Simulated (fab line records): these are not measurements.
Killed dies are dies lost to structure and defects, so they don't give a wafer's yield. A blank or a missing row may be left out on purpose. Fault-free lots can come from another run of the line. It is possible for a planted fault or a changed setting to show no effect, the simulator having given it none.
fab line records -- flow nandHarc
record: lots: 6, wafers: 18, lastDay: 23
route steps=1159 shown A_CHANNEL_HOLE_D1@462 A_CHANNEL_FILL_D1@490 END@1159
lots untouched by any fault: they come from a run of this same line in which no faults occurred
startH: hours from the record's first day to the start of the lot's first wafer shown -- waitH: hours from the lot's prior step to this one -- " unchanged from the row above -- L1.1+2: a row that stands for several wafers -- - no value present, or no start provided -- * or withheld: withheld -- < > ~ a bound
route shown NAME@n: names a module that has steps shown in the file, with the first one's number in the route -- usual: average and standard deviation across the fault-free wafers -- same: alike in all rows -- chamber/n: place in a boat -- sites: each site's reading -- _std_site: standard deviation of those values -- _edge_site: inner sites' mean taken away from outer sites' mean -- radiusMm: for every site, how far away it sits from the centre of the wafer -- mask NAME#n: copy n -- behind: the last tool/chamber to shape the wafer -- hold: cause of the lot's hold/its duration in hours/its outcome -- device: whichever transistor did not switch (one of n, p or np) -- end of line: the route-end tests of the same wafers -- step lacking rows: just its recipe -- killed: at the first sort, the dies lost to defects and structure; wafer yield is something else -- map: shows each die of a wafer: x if killed, . if not, _ if none is there
set.NAME: the run value of the setting; set.NAME@STEP: its run value at that earlier step -- model.NAME: the simulator's own value behind a step, which no gauge read
certain route steps with their lots: each step a table, each wafer a row
services: from which hour (startH, from the record's first day; less than 0 if before it) a tool's chamber was out of use, for how many hours, and why
== steps ==
step: NHARC_A_CHANNEL_HOLE_D1_CD_MEAS_10
recipe: targetCdNm: 100, landingEnergyEv: 500
usual: cdNm: 100.0/0.66
lot.wafer,tool,chamber,startH,waitH,cdNm
L105.2,cdSem-03,0,208.73,-,100.6
L105.4,cdSem-03,0,208.73,-,101.5
L105.6,cdSem-03,0,208.73,-,100.9
L107.1,cdSem-02,0,221.76,-,100.4
L107.4,cdSem-02,0,221.76,-,99.8
L107.6,cdSem-02,0,221.76,-,100.0
L110.2,cdSem-02,0,250.47,-,100.0
L110.5,cdSem-02,0,250.47,-,100.7
L110.6,cdSem-02,0,250.47,-,99.8
L112.3,cdSem-01,0,256.65,-,99.0
L112.4,cdSem-01,0,256.65,-,98.6
L112.5,cdSem-01,0,256.65,-,99.8
L117.1,cdSem-01,0,277.23,-,100.7
L117.3,cdSem-01,0,277.23,-,99.8
L117.6,cdSem-01,0,277.23,-,99.3
L120.1,cdSem-02,0,300.19,-,100.4
L120.4,cdSem-02,0,300.19,-,99.9
L120.6,cdSem-02,0,300.19,-,100.7
step: NHARC_A_CHANNEL_HOLE_D1_OVL_MEAS_11
usual: overlayXNm: -0.5/0.95, overlayYNm: 0.1/0.73
lot.wafer,tool,chamber,startH,waitH,overlayXNm,overlayYNm
L105.2,overlay-02,-,208.82,-,-1.9,-0.5
L105.4,overlay-02,-,208.82,-,-1.8,-0.7
L105.6,overlay-02,-,208.82,-,-2.0,-0.2
L107.1,overlay-02,-,221.85,-,-1.9,0.4
L107.4,overlay-02,-,221.85,-,-1.4,0.1
L107.6,overlay-02,-,221.85,-,-1.9,0.2
L110.2,overlay-02,-,250.56,-,0.0,-1.0
L110.5,overlay-02,-,250.56,-,-0.4,-0.6
L110.6,overlay-02,-,250.56,-,-0.2,-0.8
L112.3,overlay-01,-,256.74,-,1.2,0.4
L112.4,overlay-01,-,256.74,-,0.1,0.4
L112.5,overlay-01,-,256.74,-,0.7,1.2
L117.1,overlay-02,-,277.32,-,-0.5,-0.3
L117.3,overlay-02,-,277.32,-,-0.6,-0.1
L117.6,overlay-02,-,277.32,-,-0.9,-0.1
L120.1,overlay-02,-,300.28,-,-2.2,0.7
L120.4,overlay-02,-,300.28,-,-1.8,0.6
L120.6,overlay-02,-,300.28,-,-1.7,0.3
step: NHARC_A_CHANNEL_HOLE_D1_INSPECT_12
usual: rawDefectCount: 6/3
lot.wafer,tool,chamber,startH,waitH,rawDefectCount
L105.2,defectInspect-01,-,208.86,0.0,5
L105.4,defectInspect-01,-,208.86,0.0,5
L105.6,defectInspect-01,-,208.86,0.0,6
L107.1,defectInspect-02,-,221.88,0.0,8
L107.4,defectInspect-02,-,221.88,0.0,7
L107.6,defectInspect-02,-,221.88,0.0,3
L110.2,defectInspect-01,-,250.59,0.0,4
L110.5,defectInspect-01,-,250.59,0.0,4
L110.6,defectInspect-01,-,250.59,0.0,2
L112.3,defectInspect-02,-,256.77,0.0,8
L112.4,defectInspect-02,-,256.77,0.0,5
L112.5,defectInspect-02,-,256.77,0.0,5
L117.1,defectInspect-01,-,277.35,0.0,2
L117.3,defectInspect-01,-,277.35,0.0,10
L117.6,defectInspect-01,-,277.35,0.0,6
L120.1,defectInspect-02,-,300.31,0.0,6
L120.4,defectInspect-02,-,300.31,0.0,2
L120.6,defectInspect-02,-,300.31,0.0,3
step: NHARC_A_CHANNEL_HOLE_D1_DESCUM_15
recipe: timeS: 3, o2FlowSccm: 200, arFlowSccm: 0, biasPowerW: 0, chemistry: O2
step: NHARC_A_CHANNEL_HOLE_D1_ETCH_38
recipe: targetDepthA: 390, overEtchFrac: 0.3, timeS: 65, ionEnergyEv: 80, cf4FlowSccm: 150, arFlowSccm: 0, rfW: 300, biasW: 100, chemistry: CF4
step: NHARC_A_CHANNEL_HOLE_D1_ETCH_39
recipe: targetDepthA: 2600, overEtchFrac: 0.3, timeS: 325, ionEnergyEv: 200, n2FlowSccm: 150, h2FlowSccm: 150, arFlowSccm: 0, rfW: 400, biasW: 150, chemistry: N2/H2
step: NHARC_A_CHANNEL_HOLE_D1_ETCH_34
recipe: targetDepthA: 1540, timeS: 77, cf4FlowSccm: 100, chf3FlowSccm: 30, arFlowSccm: 0, rfW: 500, biasW: 200, chemistry: CF4/CHF3
step: NHARC_A_CHANNEL_HOLE_D1_ETCH_16
recipe: targetDepthA: 31000, overEtchFrac: 0.3, timeS: 806, ionEnergyEv: 150, o2FlowSccm: 400, cosFlowSccm: 20, arFlowSccm: 0, rfW: 500, biasW: 300, chemistry: O2/COS
step: NHARC_A_CHANNEL_HOLE_D1_CD_MEAS_18
usual: cdNm: 99/3.6
lot.wafer,tool,chamber,startH,waitH,cdNm
L105.2,cdSem-02,-,210.03,-,101
L105.4,cdSem-02,-,210.03,-,103
L105.6,cdSem-02,-,210.03,-,104
L107.1,cdSem-03,-,223.18,-,102
L107.4,cdSem-03,-,223.18,-,101
L107.6,cdSem-03,-,223.18,-,103
L110.2,cdSem-03,-,251.77,-,95
L110.5,cdSem-03,-,251.77,-,101
L110.6,cdSem-03,-,251.77,-,92
L112.3,cdSem-01,-,257.96,-,94
L112.4,cdSem-01,-,257.96,-,98
L112.5,cdSem-01,-,257.96,-,94
L117.1,cdSem-01,-,278.51,-,101
L117.3,cdSem-01,-,278.51,-,92
L117.6,cdSem-01,-,278.51,-,104
L120.1,cdSem-02,-,301.48,-,103
L120.4,cdSem-02,-,301.48,-,101
L120.6,cdSem-02,-,301.48,-,101
step: NHARC_A_CHANNEL_HOLE_D1_ETCH_19
recipe: biasV: 1200, sourceW: 2500, pressureMtorr: 15, timeS: 34.5, arFlowSccm: 375, c4f8FlowSccm: 28.8, o2FlowSccm: 96.2, tempC: -20, targetDepthA: *, chemistry: C4F8/O2/Ar
step: NHARC_A_CHANNEL_HOLE_D1_ETCH_20
recipe: biasV: 3000, sourceW: withheld, pressureMtorr: 20, timeS: 361.9, arFlowSccm: 375, c4f8FlowSccm: 89.3, o2FlowSccm: 35.7, tempC: -20, targetDepthA: 16000, chemistry: C4F8/O2/Ar
step: NHARC_A_CHANNEL_HOLE_D1_ETCH_21
recipe: biasV: 3000, sourceW: withheld, pressureMtorr: 20, timeS: 514.3, arFlowSccm: 375, c4f8FlowSccm: 89.3, o2FlowSccm: 35.7, tempC: -20, targetDepthA: 16000, chemistry: C4F8/O2/Ar
step: NHARC_A_CHANNEL_HOLE_D1_ETCH_22
recipe: biasV: 3000, sourceW: withheld, pressureMtorr: 20, timeS: 666.7, arFlowSccm: 375, c4f8FlowSccm: 89.3, o2FlowSccm: 35.7, tempC: -20, targetDepthA: 16000, chemistry: C4F8/O2/Ar
usual: drypumpMotorCurrentA: 6.05/0.27, showerheadPlenumPTorr: 3.70/0.081, throttleValvePct: 32.155/0.0077
lot.wafer,tool,chamber,startH,waitH,drypumpMotorCurrentA,rfHoursCounterH,showerheadPlenumPTorr,throttleValvePct
L105.2,harEtch-02,0,211.08,0.4,5.76,117,3.68,32.147
L105.4,harEtch-02,1,211.08,0.4,5.94,-,3.60,32.154
L105.6,harEtch-02,0,211.08,0.4,5.78,-,3.68,32.152
L107.1,harEtch-01,0,224.22,0.4,6.05,215,3.81,32.159
L107.4,harEtch-01,1,224.22,0.4,6.48,-,3.73,32.146
L107.6,harEtch-01,0,224.22,0.4,6.01,-,3.81,32.160
L110.2,harEtch-02,1,252.71,0.4,5.92,130,3.59,32.148
L110.6,harEtch-02,1,252.71,0.4,5.93,-,3.59,32.142
L110.5,harEtch-02,0,252.71,0.4,5.75,-,3.67,32.162
L112.4,harEtch-01,1,260.84,0.4,6.45,-,3.72,32.145
L112.3,harEtch-01,0,260.84,0.4,6.03,-,3.80,32.152
L112.5,harEtch-01,0,260.84,0.4,6.01,-,3.80,32.149
L117.1,harEtch-01,0,279.54,0.4,6.02,243,3.80,32.152
L117.3,harEtch-01,1,279.54,0.4,6.48,-,3.71,32.142
L117.6,harEtch-01,1,279.54,0.4,6.47,-,3.71,32.154
L120.1,harEtch-01,0,302.44,0.4,5.99,248,3.79,32.171
L120.4,harEtch-01,0,302.44,0.4,6.02,-,3.79,32.160
L120.6,harEtch-01,1,302.44,0.4,6.50,-,3.71,32.162
step: NHARC_A_CHANNEL_HOLE_D1_ETCH_23
recipe: biasV: 5000, sourceW: withheld, pressureMtorr: 20, timeS: 819, arFlowSccm: 375, c4f8FlowSccm: 89.3, o2FlowSccm: 35.7, tempC: -20, targetDepthA: 16000, chemistry: C4F8/O2/Ar
usual: drypumpMotorCurrentA: 6.05/0.27, showerheadPlenumPTorr: 3.70/0.081, throttleValvePct: 32.156/0.0087
lot.wafer,tool,chamber,startH,waitH,drypumpMotorCurrentA,rfHoursCounterH,showerheadPlenumPTorr,throttleValvePct
L105.2,harEtch-02,0,211.67,0.5,5.76,117,3.68,32.155
L105.4,harEtch-02,1,211.67,0.5,5.92,-,3.59,32.146
L105.6,harEtch-02,0,211.67,0.5,5.77,-,3.68,32.156
L107.1,harEtch-01,0,224.82,0.5,6.01,215,3.81,32.155
L107.4,harEtch-01,1,224.82,0.5,6.44,-,3.73,32.168
L107.6,harEtch-01,0,224.82,0.5,6.02,-,3.81,32.166
L110.2,harEtch-02,1,253.28,0.5,5.93,131,3.59,32.171
L110.6,harEtch-02,1,253.28,0.5,5.93,-,3.59,32.165
L110.5,harEtch-02,0,253.28,0.5,5.79,-,3.67,32.164
L112.4,harEtch-01,1,261.46,0.5,6.47,-,3.72,32.149
L112.3,harEtch-01,0,261.46,0.5,5.99,-,3.80,32.143
L112.5,harEtch-01,0,261.46,0.5,6.03,-,3.80,32.165
L117.1,harEtch-01,0,280.13,0.5,5.99,243,3.80,32.159
L117.3,harEtch-01,1,280.13,0.5,6.47,-,3.71,32.148
L117.6,harEtch-01,1,280.13,0.5,6.47,-,3.71,32.162
L120.1,harEtch-01,0,303.02,0.5,5.97,249,3.79,32.149
L120.4,harEtch-01,0,303.02,0.5,5.99,-,3.79,32.156
L120.6,harEtch-01,1,303.02,0.5,6.48,-,3.71,32.167
step: NHARC_A_CHANNEL_HOLE_D1_ETCH_24
recipe: biasV: 5000, sourceW: withheld, pressureMtorr: 20, timeS: 906.2, arFlowSccm: 375, c4f8FlowSccm: 93.8, o2FlowSccm: 31.2, tempC: -20, targetDepthA: 15000, chemistry: C4F8/O2/Ar
step: NHARC_A_CHANNEL_HOLE_D1_ETCH_25
recipe: biasV: 5000, sourceW: withheld, pressureMtorr: 20, timeS: 1040.2, arFlowSccm: 375, c4f8FlowSccm: 93.8, o2FlowSccm: 31.2, tempC: -20, targetDepthA: 15000, chemistry: C4F8/O2/Ar
usual: drypumpMotorCurrentA: 6.05/0.26, showerheadPlenumPTorr: 3.69/0.081, throttleValvePct: 32.235/0.0091
lot.wafer,tool,chamber,startH,waitH,drypumpMotorCurrentA,rfHoursCounterH,showerheadPlenumPTorr,throttleValvePct
L105.2,harEtch-02,0,213.18,0.7,5.76,119,3.67,32.245
L105.4,harEtch-02,1,213.18,0.7,5.93,-,3.59,32.235
L105.6,harEtch-02,0,213.18,0.7,5.77,-,3.67,32.242
L107.1,harEtch-01,0,226.30,0.7,6.03,217,3.81,32.234
L107.4,harEtch-01,1,226.30,0.7,6.49,-,3.72,32.238
L107.6,harEtch-01,0,226.30,0.7,6.03,-,3.81,32.240
L110.2,harEtch-02,1,254.74,0.6,5.93,132,3.58,32.245
L110.6,harEtch-02,1,254.74,0.6,5.91,-,3.58,32.257
L110.5,harEtch-02,0,254.74,0.6,5.78,-,3.66,32.220
L112.4,harEtch-01,1,262.99,0.7,6.47,-,3.71,32.231
L112.3,harEtch-01,0,262.99,0.7,6.01,-,3.80,32.244
L112.5,harEtch-01,0,262.99,0.7,6.01,-,3.80,32.233
L117.1,harEtch-01,0,281.62,0.7,6.01,245,3.79,32.223
L117.3,harEtch-01,1,281.62,0.7,6.49,-,3.71,32.229
L117.6,harEtch-01,1,281.62,0.7,6.48,-,3.71,32.241
L120.1,harEtch-01,0,304.48,0.6,6.05,250,3.79,32.239
L120.4,harEtch-01,0,304.48,0.6,6.03,-,3.79,32.237
L120.6,harEtch-01,1,304.48,0.6,6.50,-,3.70,32.228
step: NHARC_A_CHANNEL_HOLE_D1_ETCH_26
recipe: biasV: 300, sourceW: 2000, pressureMtorr: 30, timeS: 224.1, arFlowSccm: 375, c4f8FlowSccm: 11.4, o2FlowSccm: 113.6, tempC: -20, targetDepthA: 3000, chemistry: C4F8/O2/Ar
usual: drypumpMotorCurrentA: 6.05/0.27, showerheadPlenumPTorr: 3.74/0.085, throttleValvePct: 24.584/0.0089
lot.wafer,tool,chamber,startH,waitH,drypumpMotorCurrentA,rfHoursCounterH,showerheadPlenumPTorr,throttleValvePct
L105.2,harEtch-02,0,213.94,0.6,5.77,119,3.72,24.596
L105.4,harEtch-02,1,213.94,0.6,5.92,-,3.63,24.581
L105.6,harEtch-02,0,213.94,0.6,5.78,-,3.72,24.568
L107.1,harEtch-01,0,227.07,0.6,6.02,218,3.86,24.596
L107.4,harEtch-01,1,227.07,0.6,6.47,-,3.77,24.583
L107.6,harEtch-01,0,227.07,0.6,6.03,-,3.86,24.590
L110.2,harEtch-02,1,255.60,0.7,5.94,133,3.63,24.592
L110.6,harEtch-02,1,255.60,0.7,5.92,-,3.63,24.586
L110.5,harEtch-02,0,255.60,0.7,5.79,-,3.71,24.589
L112.4,harEtch-01,1,263.64,0.5,6.48,-,3.76,24.579
L112.3,harEtch-01,0,263.64,0.5,6.00,-,3.85,24.593
L112.5,harEtch-01,0,263.64,0.5,6.04,-,3.85,24.562
L117.1,harEtch-01,0,282.38,0.6,6.01,246,3.85,24.575
L117.3,harEtch-01,1,282.38,0.6,6.47,-,3.76,24.572
L117.6,harEtch-01,1,282.38,0.6,6.48,-,3.76,24.581
L120.1,harEtch-01,0,305.36,0.7,6.03,251,3.84,24.568
L120.4,harEtch-01,0,305.36,0.7,6.04,-,3.84,24.589
L120.6,harEtch-01,1,305.36,0.7,6.48,-,3.75,24.584
step: NHARC_A_CHANNEL_HOLE_D1_ETCH_33
recipe: biasV: 400, sourceW: 2000, pressureMtorr: 25, timeS: 90, arFlowSccm: 375, c4f8FlowSccm: 41.7, o2FlowSccm: 83.3, tempC: -20, targetDepthA: 4000, chemistry: C4F8/O2/Ar
step: NHARC_A_CHANNEL_HOLE_D1_STRIP_41
recipe: n2FlowSccm: 150, h2FlowSccm: 150, arFlowSccm: 0, biasW: 0, chemistry: N2/H2
step: NHARC_A_CHANNEL_HOLE_D1_STRIP_42
recipe: cf4FlowSccm: 100, chf3FlowSccm: 30, arFlowSccm: 0, biasW: 0, chemistry: CF4/CHF3
step: NHARC_A_CHANNEL_HOLE_D1_STRIP_43
recipe: o2FlowSccm: 400, cosFlowSccm: 20, arFlowSccm: 0, biasW: 0, chemistry: O2/COS
step: NHARC_A_CHANNEL_HOLE_D1_ETCH_44
recipe: targetDepthA: 1400, overetchA: 140, timeS: 77, ionEnergyEv: 100, cf4FlowSccm: 80, o2FlowSccm: 20, arFlowSccm: 0, rfW: 300, biasW: 100, chemistry: CF4/O2
step: NHARC_A_CHANNEL_HOLE_D1_STRIP_27
recipe: o2FlowSccm: 500, arFlowSccm: 0, biasW: 0, chemistry: O2
usual: drypumpMotorCurrentA: 5.7/0.39, oesProductAu: 1.000/0.016, rfVppV: 57.9/0.96, showerheadPlenumPTorr: 3.57/0.12, throttleValvePct: 17.036/0.0084
lot.wafer,tool,chamber,startH,waitH,drypumpMotorCurrentA,oesProductAu,rfHoursCounterH,rfVppV,showerheadPlenumPTorr,throttleValvePct
L105.4,rieDiel-06,2,-,-,5.2,0.999,9,58.0,3.69,17.028
L105.2,rieDiel-06,0,-,-,5.5,0.988,8,58.1,3.61,17.041
L105.6,rieDiel-06,2,-,-,5.2,1.006,-,58.7,3.69,17.019
L107.4,rieDiel-03,2,-,-,5.5,0.978,0,56.9,3.46,17.053
L107.1,rieDiel-03,3,-,-,5.8,0.984,0,57.9,3.37,17.051
L107.6,rieDiel-03,1,-,-,4.7,0.997,-,57.8,3.77,17.033
L110.2,rieDiel-01,3,-,-,5.8,1.006,9,59.3,3.52,17.042
L110.6,rieDiel-01,1,-,-,5.5,0.990,-,56.8,3.54,17.029
L110.5,rieDiel-01,2,-,-,5.8,1.021,-,56.9,3.52,17.045
L112.3,rieDiel-06,3,-,-,5.7,1.031,1,57.8,3.51,17.046
L112.4,rieDiel-06,0,-,-,5.5,0.990,1,58.6,3.61,17.043
L112.5,rieDiel-06,2,-,-,5.2,1.009,-,58.7,3.69,17.034
L117.1,rieDiel-03,0,-,-,6.1,1.000,6,56.7,3.65,17.029
L117.3,rieDiel-03,1,-,-,4.7,0.995,2,58.1,3.76,17.039
L117.6,rieDiel-03,0,-,-,6.1,0.990,-,58.4,3.65,17.027
L120.1,rieDiel-06,3,-,-,5.7,1.041,4,57.2,3.51,17.015
L120.4,rieDiel-06,0,-,-,5.5,0.995,4,58.3,3.61,17.033
L120.6,rieDiel-06,2,-,-,5.2,1.005,-,57.7,3.69,17.050
step: NHARC_A_CHANNEL_HOLE_D1_PRECLEAN_28
recipe: timeS: *, tempC: 50, bathAgeMin: 0, chemistry: SC1
step: NHARC_A_CHANNEL_HOLE_D1_SRD_29
step: NHARC_A_CHANNEL_HOLE_D1_CD_MEAS_30
usual: cdNm: 90.4/1.5
lot.wafer,tool,chamber,startH,waitH,cdNm
L105.2,cdSem-01,-,215.65,-,89.5
L105.4,cdSem-01,-,215.65,-,91.4
L105.6,cdSem-01,-,215.65,-,89.2
L107.1,cdSem-02,-,228.86,0.1,91.6
L107.4,cdSem-02,-,228.86,0.1,90.7
L107.6,cdSem-02,-,228.86,0.1,91.8
L110.2,cdSem-01,-,257.39,-,91.8
L110.5,cdSem-01,-,257.39,-,92.5
L110.6,cdSem-01,-,257.39,-,90.4
L112.3,cdSem-03,-,265.33,-,90.0
L112.4,cdSem-03,-,265.33,-,88.3
L112.5,cdSem-03,-,265.33,-,90.6
L117.1,cdSem-02,-,284.11,-,89.3
L117.3,cdSem-02,-,284.11,-,89.0
L117.6,cdSem-02,-,284.11,-,90.7
L120.1,cdSem-02,-,307.12,-,89.1
L120.4,cdSem-02,-,307.12,-,90.3
L120.6,cdSem-02,-,307.12,-,91.9
step: NHARC_A_CHANNEL_HOLE_D1_XSEM_31
recipe: landingEnergyEv: 35000
usual: botCdNm: 75.0/1.6, bowNm: 8.53/0.27, tiltDeg: 0.05/0.042
lot.wafer,tool,chamber,startH,waitH,botCdNm,bowNm,tiltDeg
L105.2,xsem-01,0,215.74,0.1,74.8,8.46,0.02
L105.4,xsem-01,0,215.74,0.1,76.2,8.45,0.02
L105.6,xsem-01,0,215.74,0.1,73.9,8.47,0.02
L107.1,xsem-02,0,228.95,0.1,75.4,8.20,0.10
L107.4,xsem-02,0,228.95,0.1,75.3,8.23,0.10
L107.6,xsem-02,0,228.95,0.1,75.4,8.24,0.10
L110.2,xsem-02,0,257.49,0.1,76.3,7.89,0.07
L110.5,xsem-02,0,257.49,0.1,77.6,7.93,0.07
L110.6,xsem-02,0,257.49,0.1,75.1,7.84,0.07
L112.3,xsem-02,0,265.42,0.1,76.1,8.81,0.05
L112.4,xsem-02,0,265.42,0.1,74.6,8.81,0.04
L112.5,xsem-02,0,265.42,0.1,76.7,8.77,0.05
L117.1,xsem-01,0,284.19,0.1,74.5,8.27,0.08
L117.3,xsem-01,0,284.19,0.1,74.3,8.26,0.08
L117.6,xsem-01,0,284.19,0.1,76.4,8.35,0.08
L120.1,xsem-01,0,307.20,0.1,73.8,8.45,0.01
L120.4,xsem-01,0,307.20,0.1,75.1,8.43,0.01
L120.6,xsem-01,0,307.20,0.1,76.3,8.48,0.01
step: NHARC_A_CHANNEL_HOLE_D1_INSPECT_40
usual: rawDefectCount: 61/16
lot.wafer,tool,chamber,startH,waitH,rawDefectCount
L105.2,defectInspect-02,-,215.83,-,51
L105.4,defectInspect-02,-,215.83,-,58
L105.6,defectInspect-02,-,215.83,-,45
L107.1,defectInspect-02,-,229.05,-,108
L107.4,defectInspect-02,-,229.05,-,78
L107.6,defectInspect-02,-,229.05,-,74
L110.2,defectInspect-02,-,257.59,-,47
L110.5,defectInspect-02,-,257.59,-,66
L110.6,defectInspect-02,-,257.59,-,59
L112.3,defectInspect-02,-,265.51,-,67
L112.4,defectInspect-02,-,265.51,-,66
L112.5,defectInspect-02,-,265.51,-,43
L117.1,defectInspect-02,-,284.29,-,562
L117.3,defectInspect-02,-,284.29,-,70
L117.6,defectInspect-02,-,284.29,-,75
L120.1,defectInspect-01,-,307.30,-,557
L120.4,defectInspect-01,-,307.30,-,573
L120.6,defectInspect-01,-,307.30,-,68
step: NHARC_A_CHANNEL_FILL_D1_PRECLEAN_00
recipe: timeS: *, tempC: 50, bathAgeMin: 0, chemistry: SC1
step: NHARC_END_SORT_01
recipe: tempC: 25
usual: killedAtArray: 29/11, killedAtOther: 0.5/0.89, killedAtPeriphery: 3.3/2, killedDies: 32/11, killedOpen: 3.1/1.9, killedShort: 2.3/1.6
same: grossDies: 677
lot.wafer,tool,chamber,startH,waitH,killedAtArray,killedAtOther,killedAtPeriphery,killedDies,killedOpen,killedShort
L105.2,prober-02,0,461.72,2.8,11,1,5,17,0,3
L105.4,prober-02,0,463.29,3.4,8,0,6,14,1,2
L105.6,prober-02,0,464.87,3.9,10,0,9,19,1,2
L117.1,prober-02,0,538.77,2.5,106,0,1,107,4,1
L120.1,prober-02,0,554.32,2.5,100,0,2,102,0,1
L120.4,prober-02,0,556.71,3.4,99,0,3,102,5,4
L120.6,prober-02,0,558.31,4.0,35,0,5,40,7,4
killed by level:class
L105.2 A_CHANNEL_HOLE_D1:chamberFilmFlake=5 P_ZERO_WELL:chamberFilmFlake=3 A_CHANNEL_FILL_D1:geometricParticle:short=2 P_BONDPAD:chamberFilmFlake=2 A_CONTACT:chamberFilmFlake=2 A_SGD_CUT:geometricParticle:short=1 A_STAIRCASE:chamberFilmFlake=1 THIN_TSV:chamberFilmFlake=1
L105.4 A_CHANNEL_HOLE_D1:chamberFilmFlake=4 P_ZERO_WELL:chamberFilmFlake=3 P_BONDPAD:chamberFilmFlake=2 A_SOURCE_PLATE:geometricParticle:short=1 A_WL_FILL:geometricParticle:short=1 A_WL_FILL:geometricParticle:open=1 P_STI:chamberFilmFlake=1 A_CONTACT:chamberFilmFlake=1
L105.6 P_STI:chamberFilmFlake=4 P_ZERO_WELL:chamberFilmFlake=3 A_ZERO_WELL:chamberFilmFlake=3 A_CONTACT:chamberFilmFlake=3 A_STAIRCASE:chamberFilmFlake=2 P_M0:geometricParticle:short=1 P_M0:geometricParticle:open=1 A_CONTACT:geometricParticle:short=1
L117.1 A_CHANNEL_HOLE_D1:unspecified=80 A_SLIT:chamberFilmFlake=15 A_CHANNEL_HOLE_D1:chamberFilmFlake=5 A_M0:geometricParticle:open=2 P_M0:geometricParticle:open=1 A_CONTACT:geometricParticle:open=1 A_M1:geometricParticle:short=1 A_WL_FILL:chamberFilmFlake=1
L120.1 A_CHANNEL_HOLE_D1:unspecified=90 A_CHANNEL_HOLE_D1:chamberFilmFlake=5 A_CONTACT:chamberFilmFlake=3 P_GATE:geometricParticle:short=1 P_GATE:chamberFilmFlake=1 A_STAIRCASE:chamberFilmFlake=1 A_SLIT:chamberFilmFlake=1
L120.4 A_CHANNEL_HOLE_D1:unspecified=79 A_CONTACT:chamberFilmFlake=7 A_CHANNEL_HOLE_D1:chamberFilmFlake=5 A_CHANNEL_FILL_D1:geometricParticle:open=2 P_GATE:geometricParticle:open=1 P_M0:geometricParticle:open=1 A_ONON_D1:geometricParticle:short=1 A_SGD_CUT:geometricParticle:short=1
L120.6 A_CHANNEL_HOLE_D1:chamberFilmFlake=23 A_WL_FILL:geometricParticle:short=2 A_M1:geometricParticle:open=2 P_STI:chamberFilmFlake=2 A_CONTACT:chamberFilmFlake=2 P_CONTACT:geometricParticle:open=1 P_M1:geometricParticle:open=1 A_CHANNEL_FILL_D1:geometricParticle:short=1
map L117.1 (x killed, . not)
____________.____________
_________......._________
_______....x......_______
______.............______
_____.x......x......_____
____.........x.......____
____........x....xx..____
___...................___
___...........xxx.....___
__...........xx........__
__...........x.x.....x.__
_...........x..........._
_............xx..x......_
_......................._
_......................._
_......................._
.........................
.........................
..........x.xx...........
............x.xx.........
............xxxx.x.......
_.........x.xxxxxx......_
_.........xxxxxxxx......_
_.........xxxxxxxx......_
_........x.xxxxxxxx....._
_.........xxxxxxx......._
__........xxxxxxxx.....__
__........xxxxxxxxx....__
___......x.xxxxxx.....___
___........xxxxxx.....___
____....x..xxxx......____
____.........xx......____
_____........x......_____
______.............______
_______..........._______
_________......._________
____________.____________
map L120.1 (x killed, . not)
____________.____________
_________......._________
_______..........._______
______.....x.......______
_____..............._____
____.................____
____.................____
___...................___
___...................___
__......x..............__
__.....................__
_......................._
_......................._
_......................._
_......................._
_......................._
.............x...........
.........................
..............x..........
...........xxx...........
...........xxxxxxx.......
_........x.xxxxxxx......_
_.........xxxxxxx......._
_.........xxxxxxxx......_
_........xxxxxxxxx......_
_........x.xxxxxx......._
__.......xxxxxxxxx.....__
__......xxxxxxxxx.x....__
___.x.....xxxxxxxx....___
___.....xxxxxxxxxx....___
____......xxxx..x....____
____.......x..xxx....____
_____.........x....._____
______.........x...______
_______..........._______
_________......._________
____________.____________
== services ==
tool,chamber,startH,hours,kind
rieDiel-06,0,195.84,-,clean
rieDiel-06,1,195.84,-,clean
rieDiel-06,2,195.84,-,clean
rieDiel-06,3,195.84,-,clean
rieDiel-06,-,212.17,0.3,repair
rieDiel-03,-,215.30,9.0,pm
rieDiel-06,0,220.34,-,clean
rieDiel-06,1,220.34,-,clean
rieDiel-06,2,220.34,-,clean
rieDiel-06,3,220.34,-,clean
rieDiel-01,1,231.47,15.1,repair
rieDiel-06,-,241.20,9.0,pm
rieDiel-06,0,241.20,9.0,ventCycle
rieDiel-06,1,241.20,9.0,ventCycle
rieDiel-06,2,241.20,9.0,ventCycle
rieDiel-06,3,241.20,9.0,ventCycle
rieDiel-03,1,247.99,15.8,repair
rieDiel-06,0,250.20,-,clean
rieDiel-06,1,250.20,-,clean
rieDiel-03,2,250.27,6.7,repair
xsem-02,-,302.00,14.0,pm
harEtch-01,-,305.74,17.0,pm
harEtch-01,0,305.74,17.0,ventCycle
harEtch-01,1,305.74,17.0,ventCycle
== key ==
firstSign: step: NHARC_A_CHANNEL_HOLE_D1_INSPECT_40, reading: rawDefectCount, direction: up, sigmas: 32, usual: 61, struck: 564
effect: step: NHARC_END_SORT_01, reading: killedAtArray, direction: up, sigmas: 6.6, usual: 29, struck: 102
moreKillsBornAt: NHARC_A_CHANNEL_HOLE_D1_ETCH_22@harEtch-01: 198
metAt NHARC_A_CHANNEL_HOLE_D1_ETCH_22
struckWafers L117.1,L120.1,L120.4
testerLeftOut L117,L120
onsetBetween 260.84 279.54
fault: kind: chamberParticleSource, tool: harEtch-01, chamber: 0, onsetH: 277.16, steps: NHARC_A_CHANNEL_HOLE_D1_ETCH_22, ratePerVisitCm2: 0.75812, endH: 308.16
testerLeftOut: of these lots the tester's yield and bins aren't shown, on N5 and GAA mostly nor the transistor test; their killed dies are dies lost to structure and defects alone, not to doping, threshold or leakage, so they don't give the yield
